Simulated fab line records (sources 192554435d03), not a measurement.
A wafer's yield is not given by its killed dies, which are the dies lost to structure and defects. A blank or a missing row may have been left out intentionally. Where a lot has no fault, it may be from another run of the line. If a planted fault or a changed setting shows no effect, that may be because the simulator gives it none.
Comparing a struck lot with a sound one ; flow n5-finfet ; 19 steps out of a route of 1938
Sound: these wafers, L847.2, L847.5, L847.6. Wafers L837.1, L837.2, L837.6 were the ones struck. The cause comes at the end.
For every step that has rows: the tool of each side, followed by ch and its chambers, followed by its first start. Under that, the readings that differ: sound wafers ; struck wafers ; difference of the means ; sigmas: that difference in standard deviations of wafers without a fault.
alike: readings with means less than 2 such deviations apart, plus words and numbers identical on both sides. not compared: withheld readings, readings lacking a value on some wafer, bounds such as >300 that could conceal the same value, and numbers that have no deviation in the record and whose values overlap.
Wherever a step has rows on one side only, a row that says differs or no value, or a row with sigmas, the two part there. Numbers that have no deviation but don't overlap get no sigmas and don't part them. A reading missing from all wafers of one side parts the sides only when that side holds two or more wafers.

first, 12 steps without rows for these wafers: N5_FIN_CUT_DESCUM_13 (chemistry O2, time 7 s); N5_FIN_CUT_ETCH_30 (etches underlayer in N2/H2, target depth 13 nm, time 10.4 s); N5_FIN_CUT_ETCH_20 (etches SiARC in CF4, target depth 26 nm, time 43.3 s); N5_FIN_CUT_ETCH_21 (etches SOC in N2/H2, target depth 219 nm, overetch 43.8 nm, time 523.5 s); N5_FIN_CUT_STRIP_23 (strips in N2/H2); N5_FIN_CUT_STRIP_31 (strips in N2/H2); N5_FIN_CUT_STRIP_24 (strips in CF4); N5_FIN_CUT_CUT_ETCH_26 (etches SiNx in CH3F/O2, target depth 39 nm, time 55.7 s); N5_FIN_CUT_CUT_ETCH_27 (etches SiO2 in CHF3/O2, target depth 4 nm, overetch 2 nm, time 4.9 s); N5_FIN_CUT_PRECLEAN_35 (cleans in vHF, time 13.3 s); N5_FIN_CUT_CUT_ETCH_15 (etches Si in HBr/Cl2/O2, target depth 100 nm, bt time 10 s, time 42.4 s); N5_FIN_CUT_CUT_ETCH_28 (etches Si in HBr/Cl2/O2, target depth 6 nm, time 2.4 s).
N5_FIN_CUT_STRIP_22: strips in N2/H2.
  sound on rie-diel-06 ch 1,2, day 7 16:03; struck on rie-diel-05 ch 1,2, day 5 06:25
  no value came back on the struck wafers for any of 7 readings (bias-power-w (W), chamber-pressure-mTorr (mTorr) and others); on the sound wafers bias-power-w (W) reads 7.986 7.969 7.944
reading;sound;struck;difference;sigmas
model.SOC_of_FIN_CUT_COAT_18.thk-nm (nm);0 0 0;169.8 170.2 169.4;+169.8;
  not compared: rf-hours-counter-h
then, 3 steps without rows for these wafers: N5_FIN_CUT_PRECLEAN_36 (cleans in O3/DIW, time 60 s); N5_FIN_CUT_SRD_32 (time 30 s); N5_FIN_CUT_UV_OZONE_34 (time 120 s).
N5_FIN_CUT_INSPECT_17: inspects for defects (brightfield).
  sound: defect-inspect-02 at day 7 16:13; struck: defect-inspect-02 at day 5 06:35
reading;sound;struck;difference;sigmas
raw-defect-count;240 210 390;2458 2625 2573;+2272;+32
N5_BEOL_M4_RC_MEAS_101:
  the record has rows for the sound wafers here (prober-01 ch 0, day 13 18:16) and none for the struck ones
-- here the record skips 10 days between the struck wafers' starts before and after, leaving off in module BEOL_M4 and picking up in module PASSIVATION (first step shown: number 1936 of the route) --
N5_PASSIVATION_PROBE_49:
  sound: prober-01 at day 18 01:57; struck: prober-02 at day 15 17:32
reading;sound;struck;difference;sigmas
defect-limited-yield (%);91.3 90.4 89.9;1.4 1.7 2.3;-88.7;-63
killed-at-front-end;25 23 40;1099 1104 1073;+1063;+97
killed-dies;103 113 119;1164 1160 1153;+1047;+62
killed-on-rim;16 18 14;143 152 152;+133;+37
sort_bin_5_function (%);4.7 5.7 5.8;95.8 94.7 93.6;+89.3;+98
sort-n-pass;1077 1067 1061;16 20 27;-1047;-62
sort-yield-pct (%);91.3 90.4 89.9;1.4 1.7 2.3;-88.7;-63
  alike: killed_at_M0_to_M3, killed_at_M4_up, killed-at-contacts, killed-at-other, killed-open, killed-short, sort_bin_4_leakage, sort_bin_6_memory

== WHERE THEY PART ==
Earliest at N5_FIN_CUT_STRIP_22; latest, in this record, at N5_PASSIVATION_PROBE_49.

WHY: what had been put in by the simulator
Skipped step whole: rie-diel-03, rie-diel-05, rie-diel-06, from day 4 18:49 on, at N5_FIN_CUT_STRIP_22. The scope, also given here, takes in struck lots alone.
